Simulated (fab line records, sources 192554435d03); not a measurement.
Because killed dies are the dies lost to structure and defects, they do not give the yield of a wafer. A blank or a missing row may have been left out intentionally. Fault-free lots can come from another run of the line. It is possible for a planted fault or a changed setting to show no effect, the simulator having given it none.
Split-lot study || flow n5Finfet || 7 lots, 21 wafers read, on a route of 1938 steps

== ABOUT THE SPLIT ==
At N5_BEOL_M7_ETCH_41 (etches SiCN in CH3F/O2, target depth 31.9 nm, time 57.8 s), the setting sourceW was moved away from the recipe's 395 W on 6 of the 21 wafers read, by -11.0% to +13.9%. The other wafers ran this setting at the recipe's value.

The reading is taken at the split's own step.

== THE READING ==
rfVppV, in V, at N5_BEOL_M7_ETCH_41 (etches SiCN in CH3F/O2, target depth 31.9 nm, time 57.8 s). Typical for fault-free wafers on this fab line: 297.9 V, with standard deviation 1.4 V.

{"wafer": "L074.1", "tool, chamber at the split": "rieDiel-01, 1", "sourceW as run, W": 395, "against the recipe": "recipe", "rfVppV, V": 298.2, "against lot-mates on the recipe": "-"}
{"wafer": "L074.4", "tool, chamber at the split": "rieDiel-01, 0", "sourceW as run, W": 449.8, "against the recipe": "+13.9%", "rfVppV, V": 284.8, "against lot-mates on the recipe": -13.6}
{"wafer": "L074.5", "tool, chamber at the split": "rieDiel-01, 0", "sourceW as run, W": 395, "against the recipe": "recipe", "rfVppV, V": 298.6, "against lot-mates on the recipe": "-"}
{"wafer": "L075.3", "tool, chamber at the split": "rieDiel-02, 0", "sourceW as run, W": 395, "against the recipe": "recipe", "rfVppV, V": 298.8, "against lot-mates on the recipe": "-"}
{"wafer": "L075.4", "tool, chamber at the split": "rieDiel-02, 1", "sourceW as run, W": 395, "against the recipe": "recipe", "rfVppV, V": 297.9, "against lot-mates on the recipe": "-"}
{"wafer": "L075.5", "tool, chamber at the split": "rieDiel-02, 3", "sourceW as run, W": 395, "against the recipe": "recipe", "rfVppV, V": 299.2, "against lot-mates on the recipe": "-"}
{"wafer": "L086.2", "tool, chamber at the split": "rieDiel-02, 0", "sourceW as run, W": 395, "against the recipe": "recipe", "rfVppV, V": 298.4, "against lot-mates on the recipe": "-"}
{"wafer": "L086.3", "tool, chamber at the split": "rieDiel-02, 3", "sourceW as run, W": 395, "against the recipe": "recipe", "rfVppV, V": 300.0, "against lot-mates on the recipe": "-"}
{"wafer": "L086.4", "tool, chamber at the split": "rieDiel-02, 1", "sourceW as run, W": 395, "against the recipe": "recipe", "rfVppV, V": 298.2, "against lot-mates on the recipe": "-"}
{"wafer": "L085.2", "tool, chamber at the split": "rieDiel-02, 2", "sourceW as run, W": 395, "against the recipe": "recipe", "rfVppV, V": 297.8, "against lot-mates on the recipe": "-"}
{"wafer": "L085.3", "tool, chamber at the split": "rieDiel-02, 0", "sourceW as run, W": 395, "against the recipe": "recipe", "rfVppV, V": 298.7, "against lot-mates on the recipe": "-"}
{"wafer": "L085.4", "tool, chamber at the split": "rieDiel-02, 3", "sourceW as run, W": 395, "against the recipe": "recipe", "rfVppV, V": 299.8, "against lot-mates on the recipe": "-"}
{"wafer": "L089.2", "tool, chamber at the split": "rieDiel-05, 2", "sourceW as run, W": 395, "against the recipe": "recipe", "rfVppV, V": 295.9, "against lot-mates on the recipe": "-"}
{"wafer": "L089.4", "tool, chamber at the split": "rieDiel-05, 0", "sourceW as run, W": 395, "against the recipe": "recipe", "rfVppV, V": 298.2, "against lot-mates on the recipe": "-"}
{"wafer": "L089.5", "tool, chamber at the split": "rieDiel-05, 2", "sourceW as run, W": 414.8, "against the recipe": "+5.0%", "rfVppV, V": 289.4, "against lot-mates on the recipe": -7.6}
{"wafer": "L095.3", "tool, chamber at the split": "rieDiel-02, 3", "sourceW as run, W": 351.5, "against the recipe": "-11.0%", "rfVppV, V": 310.5, "against lot-mates on the recipe": "+11.6"}
{"wafer": "L095.4", "tool, chamber at the split": "rieDiel-02, 0", "sourceW as run, W": 395, "against the recipe": "recipe", "rfVppV, V": 298.9, "against lot-mates on the recipe": "-"}
{"wafer": "L095.5", "tool, chamber at the split": "rieDiel-02, 2", "sourceW as run, W": 351.5, "against the recipe": "-11.0%", "rfVppV, V": 307.5, "against lot-mates on the recipe": "+8.6"}
{"wafer": "L096.3", "tool, chamber at the split": "rieDiel-02, 0", "sourceW as run, W": 395, "against the recipe": "recipe", "rfVppV, V": 299.6, "against lot-mates on the recipe": "-"}
{"wafer": "L096.5", "tool, chamber at the split": "rieDiel-02, 1", "sourceW as run, W": 442.1, "against the recipe": "+11.9%", "rfVppV, V": 287.2, "against lot-mates on the recipe": -12.4}
{"wafer": "L096.6", "tool, chamber at the split": "rieDiel-02, 2", "sourceW as run, W": 442.1, "against the recipe": "+11.9%", "rfVppV, V": 286.1, "against lot-mates on the recipe": -13.5}

THE FIT
A straight line over all 21 wafers: rfVppV changes by -1 V for each +1% of sourceW; r = -0.98; the points scatter about the line by 1.4 V.
The same after taking each lot's own level away (the mean of its wafers on the recipe; 21 wafers): -1.01 V for each +1%; r = -0.99; scatter 1.1 V.
The reading moves by 14 V for the largest change in sourceW, on that fit.
The span of the lots' own levels, 297.05 to 299.60 V, comes to 1.8 times the standard deviation stated above.
So the lot-to-lot level changes the slope little: the two slopes agree.
Check: -14.6 V against its lot-mates is what the line predicts for one of the wafers moved furthest among these (+13.9%) when that wafer is left out of the fit. It came out at -13.6 V against them.
Tool readings at the split's step, against how far the setting was moved: rfVppV r = -0.98.

== OTHER SPLITS APPLIED TO THESE WAFERS ==
These wafers also went through other splits before the reading. Each is held against what the fit with the lots' levels taken away leaves over:
{"other split on the same wafers": "N5_BEOL_M6_EXPOSE_25 doseMj", "wafers away from the commonest value": 10, "r with rfVppV (lot level and that fit taken away)": "+0.07"}
{"other split on the same wafers": "N5_BEOL_M7_DESCUM_33 timeS", "wafers away from the commonest value": 11, "r with rfVppV (lot level and that fit taken away)": "+0.11"}

== FILE'S OWN FIT ==
rfVppV changes by -1.02 V for each +1% of sourceW, r = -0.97.
